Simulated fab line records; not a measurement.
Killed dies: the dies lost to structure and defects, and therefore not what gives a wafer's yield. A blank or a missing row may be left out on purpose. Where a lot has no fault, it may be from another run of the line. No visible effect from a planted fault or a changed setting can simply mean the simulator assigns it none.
Comparing a struck lot with a sound one	flow n5 finfet	15 steps out of a route of 1938
Sound: these wafers, L498.2, L498.4, L498.5. The struck wafers were L492.2, L492.5, L492.6. At the end, the cause is stated.
For every step that has rows: the tool of each side, followed by ch and its chambers, followed by its first start. Under that, the readings that differ: sound wafers	struck wafers	difference of the means	sigmas: that difference in standard deviations of wafers without a fault.
alike: readings whose means differ by less than 2 such deviations, and words and numbers that are the same on both sides. not compared: withheld readings, readings that some wafer has no value for, bounds like >300 that may hide the same value, and numbers for which the record gives no deviation and whose values overlap.
A row with sigmas, a row that says differs or no value, or rows on one side alone: a step with any of these is where the two part. Non-overlapping numbers with no deviation appear without sigmas and do not part them. A reading that every wafer of one side lacks parts them only if that side has two wafers or more.

N5_BEOL_M8_STRIP_80: strips in N2/H2, time 10 s.
  sound: rie diel-05 ch 1,3; struck: rie diel-05 ch 0,2,3
  alike: drypump motor current A, oes product au, rf vpp V, showerhead plenum p Torr, throttle valve pct
  not compared: rf hours counter h
N5_BEOL_M8_OCD_MEAS_38:
  sound on ocd-01, day 14 13:15; struck on ocd-01, day 12 09:10
  alike: trench depth nm
then, 4 steps without rows for these wafers: N5_BEOL_M8_HM_STRIP_39 (strips TiN in peroxide tin strip, target depth 25 nm, time 158 s); N5_BEOL_M8_SRD_40 (time 30 s); N5_BEOL_M8_PRECLEAN_42 (cleans in residue remover, time 60 s); N5_BEOL_M8_SRD_43 (time 30 s).
N5_BEOL_M8_CD_MEAS_35 targets a cd of 40 nm.
  sound on cd sem-01, day 14 13:25; struck on cd sem-02, day 12 09:19
  alike: cd nm
N5_BEOL_M8_CURE_75: cures SiCOH lowk, time 120 s.
  sound on uv cure-01 ch 1, day 14 13:31; struck on uv cure-03 ch 1, day 12 09:25
  alike: lamp power pct, wafer_temp_C_max
N5_BEOL_M8_DEGAS_44: time 60 s.
  sound on pvd sputter-01, day 14 14:13; struck on pvd sputter-02, day 12 09:55
  alike: heater power w
then, 1 step without rows for these wafers: N5_BEOL_M8_PRE_CLEAN_45 (time 30 s).
N5_BEOL_M8_ALD_77: deposits TaN, target thk 2 nm, pulse time 2 s, purge time 3 s.
  sound on ald metal-02 ch 0,2, day 14 14:20; struck on ald metal-01 ch 0,3, day 12 10:04
  alike: heater power w
N5_BEOL_M8_SURFACE_TREAT_79:
  sound on pvd sputter-02, day 14 14:42; struck on pvd sputter-03, day 12 10:28
  not compared: throttle valve pct
N5_BEOL_M8_CVD_78: deposits Co from CCTBA/H2, target thk 2 nm, time 142.3 s.
  sound on cvd co-02 ch 0,1,2, day 14 14:56; struck on cvd co-01 ch 0,1,2, day 12 10:45
reading	sound	struck	difference	sigmas
run length s (s)	165.4 165.8 165.5	88.0 87.3 87.4	-78.0	-99 or more
then, 1 step without rows for these wafers: N5_BEOL_M8_SPUTTER_48 (material Cu, target thk 10 nm, time 1.667 s).
N5_PASSIVATION_PROBE_49:
  the record holds rows for the sound wafers here (prober-01, day 17 05:05) but none for the struck ones

== WHERE THEY PART ==
Last at N5_PASSIVATION_PROBE_49 as far as this record goes, first at N5_BEOL_M8_CVD_78.

WHY: whatever the simulator had introduced
Process parameters drifting: cvd co-01 at N5_BEOL_M8_CVD_78, beginning at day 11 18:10. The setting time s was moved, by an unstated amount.
